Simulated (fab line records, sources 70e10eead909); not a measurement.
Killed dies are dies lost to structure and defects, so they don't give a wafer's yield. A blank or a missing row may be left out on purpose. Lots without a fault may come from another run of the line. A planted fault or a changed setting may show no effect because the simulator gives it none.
fab line records | flow nand_harc
record lots=6 wafers=18 last_day=33
route steps=1302 shown A_STAIRCASE@672 END@1302
lots that met no fault: from a run of the same line without faults
start_h: hours from the record's first day to the start of the lot's first wafer shown | wait_h: hours since the lot's step before | " the same as in the row above | L1.1+2: a row that stands for several wafers | - no value, or no start given | * or withheld: withheld | < > ~ a bound
route shown NAME@n: a module of which the file shows steps, and the number in the route of the first | usual: mean/standard deviation of fault-free wafers | same: alike in all rows | chamber/n: place in a boat | sites: the reading at each site | _std_site: their standard deviation | _edge_site: outer sites' mean less inner sites' | radius_mm: how far each site lies from the wafer's centre | mask NAME#n: copy n | behind: the tool/chamber that last shaped the wafer | hold: why the lot was held/for how many hours/how that ended | device: the transistor (n, p or np) that didn't switch | end of line: the same wafers' tests at the end of the route | a step without rows: its recipe alone | killed: dies lost to structure and defects at the first sort, not the wafer's yield | map: a wafer's dies, x killed, . not, _ none there
set.NAME: the setting as run; set.NAME@STEP: as run at that earlier step | model.NAME: the simulator's own value behind a step, which no gauge read
lots at some steps of the route; a table a step, a row a wafer
services: from which hour (start_h, from the record's first day; less than 0 if before it) a tool's chamber was out of use, for how many hours, and why
## steps
# step NHARC_A_STAIRCASE_TRIM_16
# recipe time_s=211.2 o2_flow_sccm=500 ar_flow_sccm=0 bias_w=0 chemistry=O2
# usual drypump_motor_current_A=5.6/0.34 oes_product_au=1.001/0.0078 rf_vpp_V=57.9/0.86 showerhead_plenum_p_Torr=3.55/0.14 throttle_valve_pct=17.037/0.0092
# columns lot.wafer tool chamber start_h wait_h drypump_motor_current_A oes_product_au rf_hours_counter_h rf_vpp_V showerhead_plenum_p_Torr throttle_valve_pct
L782.3 rie_diel-07 3 - - 6.0 1.001 22 58.6 3.60 17.042
L782.2 " 0 " " 5.8 1.004 20 56.1 3.68 17.049
L782.1 " 1 " " 5.5 1.005 17 58.9 3.48 17.034
L790.3 rie_diel-08 2 - - 5.4 1.000 22 57.2 3.38 17.035
L790.4 " 0 " " 5.3 1.019 24 56.9 3.72 17.063
L790.2 " 1 " " 6.0 0.998 23 58.3 3.79 17.044
L792.2 rie_diel-08 1 - - 6.0 0.993 27 59.2 3.79 17.027
L792.1 " 2 " " 5.4 1.007 26 57.6 3.38 17.055
L792.5 " 0 " " 5.3 1.014 - 57.3 3.72 17.046
L798.1 rie_diel-07 2 - - 5.6 1.001 19 58.5 3.49 17.027
L798.2 " 3 " " 6.0 1.001 19 58.5 3.57 17.042
L798.3 " 1 " " 5.5 0.999 22 58.4 3.45 17.053
L800.2 rie_diel-07 2 - - 5.6 0.990 21 57.8 3.48 17.039
L800.6 " 1 " " 5.5 0.980 - 55.5 3.45 17.016
L800.5 " 2 " " 5.6 0.994 - 59.0 3.48 17.040
L803.4 rie_diel-04 3 - - 5.3 1.000 11 58.2 3.60 17.039
L803.3 " 0 " " 5.8 0.987 15 57.6 3.50 17.030
L803.6 " 2 " " 5.8 0.997 - 57.6 3.72 17.046
# step NHARC_A_STAIRCASE_ETCH_17
# recipe target_depth_a=1000 time_s=40.5 ion_energy_ev=400 c4f8_flow_sccm=20 o2_flow_sccm=10 ar_flow_sccm=withheld rf_w=600 bias_w=1000 chemistry=C4F8/O2
# step NHARC_A_STAIRCASE_TRIM_18
# recipe time_s=211.2 o2_flow_sccm=500 ar_flow_sccm=0 bias_w=0 chemistry=O2
# step NHARC_A_STAIRCASE_ETCH_19
# recipe target_depth_a=1000 time_s=40.5 ion_energy_ev=400 c4f8_flow_sccm=20 o2_flow_sccm=10 ar_flow_sccm=withheld rf_w=600 bias_w=1000 chemistry=C4F8/O2
# usual oes_product_au=0.942/0.011 rf_vpp_V=897/5.1 run_length_s=61.7/0.52
# columns lot.wafer tool chamber start_h wait_h oes_product_au rf_hours_counter_h rf_vpp_V run_length_s
L782.1 rie_diel-07 1 - - 0.940 17 895 61.0
L782.3 " 3 " " 0.926 22 898 61.0
L782.2 " 0 " " 0.936 21 902 61.1
L790.4 rie_diel-08 1 - - 0.931 23 905 62.0
L790.2 " 2 " " 0.960 22 891 61.5
L790.3 " 3 " " 0.941 24 893 61.3
L792.2 rie_diel-08 3 - - 0.945 29 892 61.2
L792.1 " 0 " " 0.939 29 903 61.9
L792.5 " 3 " " 0.946 - 893 61.1
L798.3 rie_diel-07 2 - - 0.942 20 894 61.7
L798.1 " 0 " " 0.928 22 900 61.4
L798.2 " 1 " " 0.928 23 894 61.4
L800.2 rie_diel-07 1 - - 0.932 24 894 61.0
L800.6 " 3 " " 0.964 - 899 60.7
L800.5 " 0 " " 0.943 - 898 61.5
L803.3 rie_diel-04 2 - - 0.943 14 903 62.1
L803.4 " 1 " " 0.949 13 890 62.3
L803.6 " 2 " " 0.929 - 901 61.6
# step NHARC_A_STAIRCASE_TRIM_20
# recipe time_s=211.2 o2_flow_sccm=500 ar_flow_sccm=0 bias_w=0 chemistry=O2
# step NHARC_A_STAIRCASE_ETCH_21
# recipe target_depth_a=1000 time_s=40.5 ion_energy_ev=400 c4f8_flow_sccm=20 o2_flow_sccm=10 ar_flow_sccm=withheld rf_w=600 bias_w=1000 chemistry=C4F8/O2
# usual oes_product_au=0.946/0.015 rf_vpp_V=897/5 run_length_s=61.7/0.5
# columns lot.wafer tool chamber start_h wait_h oes_product_au rf_hours_counter_h rf_vpp_V run_length_s
L782.1 rie_diel-07 3 - - 0.934 22 897 61.1
L782.2 " 0 " " 0.940 21 900 61.7
L782.3 " 1 " " 0.949 17 893 61.4
L790.4 rie_diel-08 3 - - 0.941 24 892 61.9
L790.2 " 1 " " 0.939 23 906 62.3
L790.3 " 2 " " 0.954 22 892 61.6
L792.2 rie_diel-08 1 - - 0.943 27 904 62.8
L792.1 " 3 " " 0.941 29 891 61.2
L792.5 " 1 " " 0.943 - 905 62.4
L798.2 rie_diel-07 3 - - 0.945 19 896 61.3
L798.3 " 0 " " 0.948 22 899 61.4
L798.1 " 2 " " 0.947 20 893 61.7
L800.2 rie_diel-07 0 - - 0.949 23 900 61.9
L800.5 " 2 " " 0.930 - 894 61.8
L800.6 " 3 " " 0.942 - 899 60.7
L803.4 rie_diel-04 0 - - 0.941 16 895 62.4
L803.3 " 2 " " 0.927 14 902 61.6
L803.6 " 0 " " 0.935 - 895 62.3
# step NHARC_A_STAIRCASE_TRIM_22
# recipe time_s=211.2 o2_flow_sccm=500 ar_flow_sccm=0 bias_w=0 chemistry=O2
# usual drypump_motor_current_A=5.6/0.32 oes_product_au=1.000/0.0084 rf_vpp_V=57.8/0.95 showerhead_plenum_p_Torr=3.55/0.14 throttle_valve_pct=17.037/0.0082
# columns lot.wafer tool chamber start_h wait_h drypump_motor_current_A oes_product_au rf_hours_counter_h rf_vpp_V showerhead_plenum_p_Torr throttle_valve_pct
L782.1 rie_diel-07 3 - - 6.0 1.009 22 56.2 3.60 17.043
L782.2 " 0 " " 5.8 1.002 21 58.5 3.68 17.048
L782.3 " 2 " " 5.6 1.001 18 56.3 3.52 17.033
L790.2 rie_diel-08 2 - - 5.5 1.009 22 56.4 3.38 17.032
L790.4 " 0 " " 5.3 0.997 24 60.0 3.72 17.038
L790.3 " 1 " " 6.0 0.993 23 59.0 3.79 17.040
L792.1 rie_diel-08 3 - - 5.7 0.997 29 56.7 3.44 17.040
L792.2 " 0 " " 5.3 1.004 29 58.2 3.72 17.022
L792.5 " 3 " " 5.7 0.994 - 57.3 3.44 17.056
L798.2 rie_diel-07 2 - - 5.6 0.984 20 57.1 3.48 17.041
L798.1 " 3 " " 6.0 1.001 19 56.3 3.57 17.021
L798.3 " 1 " " 5.5 0.993 23 57.0 3.45 17.027
L800.2 rie_diel-07 1 - - 5.5 0.978 24 57.6 3.45 17.038
L800.6 " 0 " " 5.8 0.992 - 58.3 3.64 17.033
L800.5 " 1 " " 5.5 0.986 - 58.2 3.44 17.038
L803.4 rie_diel-04 0 - - 5.8 1.010 16 57.4 3.50 17.040
L803.3 " 1 " " 4.8 1.000 14 57.7 3.34 17.023
L803.6 " 1 " " 4.8 1.009 - 55.7 3.34 17.030
# step NHARC_A_STAIRCASE_ETCH_23
# recipe target_depth_a=1000 time_s=40.5 ion_energy_ev=400 c4f8_flow_sccm=20 o2_flow_sccm=10 ar_flow_sccm=withheld rf_w=600 bias_w=1000 chemistry=C4F8/O2
# step NHARC_A_STAIRCASE_TRIM_24
# recipe time_s=211.2 o2_flow_sccm=500 ar_flow_sccm=0 bias_w=0 chemistry=O2
# step NHARC_A_STAIRCASE_ETCH_25
# recipe target_depth_a=1000 time_s=40.5 ion_energy_ev=400 c4f8_flow_sccm=20 o2_flow_sccm=10 ar_flow_sccm=withheld rf_w=600 bias_w=1000 chemistry=C4F8/O2
# step NHARC_A_STAIRCASE_TRIM_26
# recipe time_s=211.2 o2_flow_sccm=500 ar_flow_sccm=0 bias_w=0 chemistry=O2
# usual drypump_motor_current_A=5.6/0.32 oes_product_au=1.001/0.0084 rf_vpp_V=57.9/0.92 showerhead_plenum_p_Torr=3.56/0.14 throttle_valve_pct=17.036/0.0096
# columns lot.wafer tool chamber start_h wait_h drypump_motor_current_A oes_product_au rf_hours_counter_h rf_vpp_V showerhead_plenum_p_Torr throttle_valve_pct
L782.1 rie_diel-07 3 - - 6.0 1.011 22 57.5 3.60 17.021
L782.2 " 1 " " 5.5 1.007 17 55.9 3.48 17.045
L782.3 " 2 " " 5.6 1.004 18 58.3 3.52 17.033
L790.2 rie_diel-08 0 - - 5.3 1.006 24 57.4 3.72 17.033
L790.4 " 1 " " 6.0 0.992 23 57.6 3.80 17.066
L790.3 " 2 " " 5.5 1.001 22 57.0 3.38 17.053
L792.1 rie_diel-08 2 - - 5.5 1.000 27 58.8 3.38 17.041
L792.2 " 3 " " 5.7 1.011 29 57.6 3.44 17.025
L792.5 " 0 " " 5.3 1.002 - 59.6 3.72 17.038
L798.3 rie_diel-07 1 - - 5.5 0.998 23 57.3 3.45 17.030
L798.1 " 3 " " 6.0 1.012 20 57.9 3.57 17.029
L798.2 " 0 " " 5.8 1.013 23 58.1 3.64 17.035
L800.2 rie_diel-07 1 - - 5.5 0.994 24 56.7 3.45 17.031
L800.5 " 3 " " 6.0 1.009 - 56.4 3.57 17.021
L800.6 " 0 " " 5.8 0.994 - 57.1 3.64 17.040
L803.3 rie_diel-04 3 - - 5.3 0.995 11 59.3 3.60 17.045
L803.4 " 0 " " 5.9 0.990 16 59.0 3.50 17.044
L803.6 " 0 " " 5.9 0.998 - 56.4 3.50 17.028
# step NHARC_A_STAIRCASE_ETCH_27
# recipe target_depth_a=1000 time_s=40.5 ion_energy_ev=400 c4f8_flow_sccm=20 o2_flow_sccm=10 ar_flow_sccm=withheld rf_w=600 bias_w=1000 chemistry=C4F8/O2
# usual oes_product_au=0.942/0.0098 rf_vpp_V=897/4.9 run_length_s=61.7/0.5
# columns lot.wafer tool chamber start_h wait_h oes_product_au rf_hours_counter_h rf_vpp_V run_length_s
L782.2 rie_diel-07 1 365.40 - 0.952 17 895 60.8
L782.1 " 2 " " 0.958 18 896 61.6
L782.3 " 0 " " 0.944 21 901 61.1
L790.3 rie_diel-08 3 452.84 - 0.938 25 894 61.5
L790.2 " 0 " " 0.941 25 902 61.9
L790.4 " 1 " " 0.925 23 905 62.4
L792.2 rie_diel-08 2 466.19 - 0.949 27 891 61.5
L792.1 " 3 " " 0.927 29 893 61.3
L792.5 " 2 " " 0.947 - 890 61.6
L798.2 rie_diel-07 3 540.53 - 0.961 20 898 61.3
L798.3 " 0 " " 0.958 23 900 49.1
L798.1 " 1 " " 0.925 23 894 60.7
L800.2 rie_diel-07 3 542.28 - 0.939 21 897 61.0
L800.5 " 0 " " 0.933 - 900 48.9
L800.6 " 1 " " 0.944 - 892 61.2
L803.4 rie_diel-04 0 585.46 - 0.933 16 894 62.1
L803.3 " 3 " " 0.930 11 898 61.8
L803.6 " 1 " " 0.959 - 890 62.8
# step NHARC_END_SORT_01
# recipe temp_c=25
# usual killed_at_array=60/21 killed_at_other=1.0/1.2 killed_at_periphery=4.2/2.8 killed_dies=65/20 killed_open=3.1/1.8 killed_short=2.6/1.6
# same gross_dies=677
# columns lot.wafer tool chamber start_h wait_h hold killed_at_array killed_at_other killed_at_periphery killed_dies killed_open killed_short
L782.1 prober-02 0 570.31 2.5 - 49 0 8 57 5 2
L782.2 prober-02 0 571.11 2.8 - 57 2 6 65 6 0
L782.3 prober-02 0 571.92 3.1 - 46 3 9 58 3 4
L790.2 prober-02 0 649.39 2.8 - 62 0 1 63 5 6
L790.3 prober-02 0 650.20 3.1 - 54 0 0 54 3 1
L790.4 prober-02 0 651.00 3.4 - 63 0 1 64 1 2
L792.1 prober-01 0 664.14 2.5 - 89 0 1 90 2 4
L792.2 prober-01 0 664.93 2.8 - 60 0 3 63 3 1
L792.5 prober-01 0 667.29 3.7 - 61 0 1 62 0 0
L800.2 prober-01 0 764.03 2.8 await_dispo/3.2h/release 93 0 3 96 4 5
L800.5 prober-01 0 766.43 3.7 await_dispo/3.2h/release 670 0 7 677 4 2
L800.6 prober-01 0 767.23 4.0 await_dispo/3.2h/release 78 2 8 88 3 2
L798.1 prober-02 0 764.95 2.5 await_dispo/2.4h/release 44 2 0 46 2 3
L798.2 prober-02 0 765.75 2.8 await_dispo/2.4h/release 36 0 4 40 5 4
L798.3 prober-02 0 766.55 3.1 await_dispo/2.4h/release 675 0 2 677 0 1
L803.3 prober-01 0 788.23 3.1 - 47 3 2 52 1 1
L803.4 prober-01 0 789.02 3.4 - 35 0 3 38 3 2
L803.6 prober-01 0 790.61 4.0 - 35 3 3 41 1 2
# killed by level:class
L782.1 A_CHANNEL_HOLE_D2:chamber_film_flake=36 P_GATE:chamber_film_flake=6 A_CONTACT:chamber_film_flake=6 A_M0:geometric_particle:open=2 P_M0:geometric_particle:open=1 A_CHANNEL_FILL_D1:geometric_particle:short=1 A_DECK1_JOINT:geometric_particle:short=1 A_ONON_D2:geometric_particle:open=1
L782.2 A_CHANNEL_HOLE_D2:chamber_film_flake=39 P_GATE:chamber_film_flake=5 A_STAIRCASE:chamber_film_flake=5 A_CONTACT:chamber_film_flake=3 A_BLC:chamber_film_flake=3 THIN_TSV:chamber_film_flake=2 P_GATE:geometric_particle:open=1 A_ONON_D1:geometric_particle:open=1
L782.3 A_CHANNEL_HOLE_D2:chamber_film_flake=28 P_GATE:chamber_film_flake=8 A_CONTACT:chamber_film_flake=5 THIN_TSV:chamber_film_flake=3 A_CHANNEL_HOLE_D1:chamber_film_flake=2 A_CHANNEL_FILL_D1:chamber_film_flake=2 A_STAIRCASE:chamber_film_flake=2 P_M2:geometric_particle:open=1
L790.2 A_SLIT:chamber_film_flake=17 A_CHANNEL_HOLE_D1:chamber_film_flake=12 A_CHANNEL_HOLE_D2:chamber_film_flake=11 A_CONTACT:chamber_film_flake=10 A_ONON_D2:geometric_particle:open=2 A_M0:geometric_particle:open=2 A_CHANNEL_FILL_D2:chamber_film_flake=2 P_M0:geometric_particle:short=1
L790.3 A_CHANNEL_HOLE_D2:chamber_film_flake=19 A_SLIT:chamber_film_flake=15 A_CHANNEL_HOLE_D1:chamber_film_flake=7 A_CONTACT:chamber_film_flake=4 A_CHANNEL_FILL_D1:geometric_particle:short=1 A_ONON_D2:geometric_particle:open=1 A_M0:geometric_particle:open=1 A_M1:geometric_particle:open=1
L790.4 A_SLIT:chamber_film_flake=35 A_CHANNEL_HOLE_D2:chamber_film_flake=9 A_CHANNEL_HOLE_D1:chamber_film_flake=5 A_CONTACT:chamber_film_flake=4 A_STAIRCASE:chamber_film_flake=3 A_CHANNEL_FILL_D2:chamber_film_flake=2 P_M0:geometric_particle:short=1 A_ONON_D2:geometric_particle:open=1
L792.1 A_CHANNEL_HOLE_D1:chamber_film_flake=35 A_CHANNEL_HOLE_D2:chamber_film_flake=26 A_STAIRCASE:chamber_film_flake=7 A_M0:chamber_film_flake=5 A_ZERO_WELL:chamber_film_flake=4 A_CONTACT:chamber_film_flake=3 A_DECK1_JOINT:chamber_film_flake=2 A_CHANNEL_FILL_D2:chamber_film_flake=2
L792.2 A_CHANNEL_HOLE_D1:chamber_film_flake=37 A_CHANNEL_HOLE_D2:chamber_film_flake=9 A_ZERO_WELL:chamber_film_flake=4 A_STAIRCASE:chamber_film_flake=4 A_CONTACT:chamber_film_flake=2 A_DECK1_JOINT:chamber_film_flake=2 P_GATE:geometric_particle:open=1 P_M0:geometric_particle:short=1
L792.5 A_CHANNEL_HOLE_D1:chamber_film_flake=35 A_CHANNEL_HOLE_D2:chamber_film_flake=13 A_ZERO_WELL:chamber_film_flake=2 A_CHANNEL_FILL_D1:chamber_film_flake=2 A_DECK1_JOINT:chamber_film_flake=2 A_STAIRCASE:chamber_film_flake=2 A_CONTACT:chamber_film_flake=2 P_ZERO_WELL:chamber_film_flake=1
L800.2 A_CHANNEL_HOLE_D1:chamber_film_flake=37 A_SLIT:chamber_film_flake=35 A_CHANNEL_FILL_D1:chamber_film_flake=4 A_WL_FILL:chamber_film_flake=4 A_CONTACT:chamber_film_flake=3 P_GATE:chamber_film_flake=2 A_DECK1_JOINT:chamber_film_flake=2 P_CONTACT:geometric_particle:short=1
L798.1 A_CHANNEL_HOLE_D2:chamber_film_flake=21 A_CHANNEL_HOLE_D1:chamber_film_flake=7 A_SLIT:chamber_film_flake=4 A_CHANNEL_HOLE_D2:geometric_particle:short=2 A_M0:geometric_particle:open=2 A_CONTACT:chamber_film_flake=2 A_BLC:chamber_film_flake=2 THIN_TSV:chamber_film_flake=2
L798.2 A_CHANNEL_HOLE_D2:chamber_film_flake=9 A_CHANNEL_HOLE_D1:chamber_film_flake=4 A_BLC:chamber_film_flake=4 A_CONTACT:chamber_film_flake=3 A_STAIRCASE:chamber_film_flake=3 A_SLIT:chamber_film_flake=3 A_DECK1_JOINT:geometric_particle:open=2 A_WL_FILL:geometric_particle:short=2
L800.5 A_STAIRCASE:area_etch=596 A_CHANNEL_HOLE_D1:chamber_film_flake=34 A_SLIT:chamber_film_flake=19 A_CONTACT:chamber_film_flake=9 P_GATE:chamber_film_flake=4 A_CHANNEL_FILL_D1:chamber_film_flake=3 A_STAIRCASE:chamber_film_flake=3 A_CHANNEL_FILL_D1:geometric_particle:open=2
L798.3 A_STAIRCASE:area_etch=646 A_CHANNEL_HOLE_D2:chamber_film_flake=14 A_SLIT:chamber_film_flake=4 A_CHANNEL_HOLE_D1:chamber_film_flake=3 A_BLC:chamber_film_flake=3 A_CHANNEL_FILL_D2:geometric_particle:short=1 P_STI:chamber_film_flake=1 P_M0:chamber_film_flake=1
L800.6 A_SLIT:chamber_film_flake=36 A_CHANNEL_HOLE_D1:chamber_film_flake=31 A_CONTACT:chamber_film_flake=6 P_GATE:chamber_film_flake=3 A_STAIRCASE:chamber_film_flake=3 P_M2:geometric_particle:open=2 P_BONDPAD:chamber_film_flake=2 P_CONTACT:geometric_particle:open=1
L803.3 A_SLIT:chamber_film_flake=35 A_CONTACT:chamber_film_flake=8 THIN_TSV:chamber_film_flake=3 P_M0:geometric_particle:open=1 A_BLC:geometric_particle:short=1 P_M1:chamber_film_flake=1 A_CHANNEL_HOLE_D1:chamber_film_flake=1 A_DECK1_JOINT:chamber_film_flake=1
L803.4 A_SLIT:chamber_film_flake=16 A_CONTACT:chamber_film_flake=8 A_ONON_D2:geometric_particle:open=2 P_M1:chamber_film_flake=2 A_ZERO_WELL:chamber_film_flake=2 A_CHANNEL_FILL_D1:chamber_film_flake=2 A_ONON_D1:geometric_particle:short=1 A_CHANNEL_FILL_D2:geometric_particle:open=1
L803.6 A_SLIT:chamber_film_flake=27 A_CONTACT:chamber_film_flake=4 THIN_TSV:chamber_film_flake=3 P_M0:geometric_particle:open=1 A_ONON_D2:geometric_particle:short=1 A_M0:geometric_particle:short=1 P_ZERO_WELL:chamber_film_flake=1 P_M1:chamber_film_flake=1
# map L798.3 (x killed, . not)
____________x____________
_________xxxxxxx_________
_______xxxxxxxxxxx_______
______xxxxxxxxxxxxx______
_____xxxxxxxxxxxxxxx_____
____xxxxxxxxxxxxxxxxx____
____xxxxxxxxxxxxxxxxx____
___xxxxxxxxxxxxxxxxxxx___
___xxxxxxxxxxxxxxxxxxx___
__xxxxxxxxxxxxxxxxxxxxx__
__xxxxxxxxxxxxxxxxxxxxx__
_xxxxxxxxxxxxxxxxxxxxxxx_
_xxxxxxxxxxxxxxxxxxxxxxx_
_xxxxxxxxxxxxxxxxxxxxxxx_
_xxxxxxxxxxxxxxxxxxxxxxx_
_xxxxxxxxxxxxxxxxxxxxxxx_
xxxxxxxxxxxxxxxxxxxxxxxxx
xxxxxxxxxxxxxxxxxxxxxxxxx
xxxxxxxxxxxxxxxxxxxxxxxxx
xxxxxxxxxxxxxxxxxxxxxxxxx
xxxxxxxxxxxxxxxxxxxxxxxxx
_xxxxxxxxxxxxxxxxxxxxxxx_
_xxxxxxxxxxxxxxxxxxxxxxx_
_xxxxxxxxxxxxxxxxxxxxxxx_
_xxxxxxxxxxxxxxxxxxxxxxx_
_xxxxxxxxxxxxxxxxxxxxxxx_
__xxxxxxxxxxxxxxxxxxxxx__
__xxxxxxxxxxxxxxxxxxxxx__
___xxxxxxxxxxxxxxxxxxx___
___xxxxxxxxxxxxxxxxxxx___
____xxxxxxxxxxxxxxxxx____
____xxxxxxxxxxxxxxxxx____
_____xxxxxxxxxxxxxxx_____
______xxxxxxxxxxxxx______
_______xxxxxxxxxxx_______
_________xxxxxxx_________
____________x____________
# map L800.5 (x killed, . not)
____________x____________
_________xxxxxxx_________
_______xxxxxxxxxxx_______
______xxxxxxxxxxxxx______
_____xxxxxxxxxxxxxxx_____
____xxxxxxxxxxxxxxxxx____
____xxxxxxxxxxxxxxxxx____
___xxxxxxxxxxxxxxxxxxx___
___xxxxxxxxxxxxxxxxxxx___
__xxxxxxxxxxxxxxxxxxxxx__
__xxxxxxxxxxxxxxxxxxxxx__
_xxxxxxxxxxxxxxxxxxxxxxx_
_xxxxxxxxxxxxxxxxxxxxxxx_
_xxxxxxxxxxxxxxxxxxxxxxx_
_xxxxxxxxxxxxxxxxxxxxxxx_
_xxxxxxxxxxxxxxxxxxxxxxx_
xxxxxxxxxxxxxxxxxxxxxxxxx
xxxxxxxxxxxxxxxxxxxxxxxxx
xxxxxxxxxxxxxxxxxxxxxxxxx
xxxxxxxxxxxxxxxxxxxxxxxxx
xxxxxxxxxxxxxxxxxxxxxxxxx
_xxxxxxxxxxxxxxxxxxxxxxx_
_xxxxxxxxxxxxxxxxxxxxxxx_
_xxxxxxxxxxxxxxxxxxxxxxx_
_xxxxxxxxxxxxxxxxxxxxxxx_
_xxxxxxxxxxxxxxxxxxxxxxx_
__xxxxxxxxxxxxxxxxxxxxx__
__xxxxxxxxxxxxxxxxxxxxx__
___xxxxxxxxxxxxxxxxxxx___
___xxxxxxxxxxxxxxxxxxx___
____xxxxxxxxxxxxxxxxx____
____xxxxxxxxxxxxxxxxx____
_____xxxxxxxxxxxxxxx_____
______xxxxxxxxxxxxx______
_______xxxxxxxxxxx_______
_________xxxxxxx_________
____________x____________
## services
# columns tool chamber start_h hours kind
rie_diel-04 2 346.75 6.7 repair
rie_diel-07 0 352.56 - clean
rie_diel-07 1 352.56 - clean
rie_diel-07 2 352.56 - clean
rie_diel-07 3 352.56 - clean
rie_diel-04 - 356.20 9.0 pm
rie_diel-08 - 367.91 9.0 pm
rie_diel-07 1 374.61 3.3 repair
rie_diel-07 0 380.79 - clean
rie_diel-07 1 380.79 - clean
rie_diel-07 2 380.79 - clean
rie_diel-07 3 380.79 - clean
rie_diel-07 0 388.16 14.9 repair
rie_diel-07 0 405.29 - clean
rie_diel-07 1 405.29 - clean
rie_diel-07 2 405.29 - clean
rie_diel-07 3 405.29 - clean
rie_diel-08 2 409.45 4.7 repair
rie_diel-07 0 429.79 - clean
rie_diel-07 1 459.92 9.0 repair
rie_diel-07 - 471.62 9.0 pm
rie_diel-04 - 533.20 9.0 pm
rie_diel-08 - 544.93 9.0 pm
rie_diel-04 2 556.72 1.8 repair
## key
first_sign step=NHARC_A_STAIRCASE_ETCH_27 reading=run_length_s direction=down sigmas=25 usual=* struck=*
effect step=NHARC_END_SORT_01 reading=killed_dies direction=up sigmas=31 usual=65 struck=677
more_kills_born_at NHARC_A_STAIRCASE_ETCH_27@rie_diel-07=1242
met_at NHARC_A_STAIRCASE_ETCH_27
struck_wafers L798.3,L800.5
later_rows_left_out L798.3,L800.5
tester_left_out L798,L800
onset_between 365.40 540.53
fault kind=process_parameter_drift tool=rie_diel-07 chamber=0 onset_h=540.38 steps=NHARC_A_STAIRCASE_ETCH_27 channel=time_s offset=* shape=step end_h=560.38 acts_in=* stated=*
# tester_left_out: of these lots the tester's yield and bins aren't shown, on N5 and GAA mostly nor the transistor test; their killed dies are dies lost to structure and defects alone, not to doping, threshold or leakage, so they don't give the yield
# later_rows_left_out: the simulator's readings of these wafers behind a module that went badly wrong aren't trusted and aren't shown, but for the sort
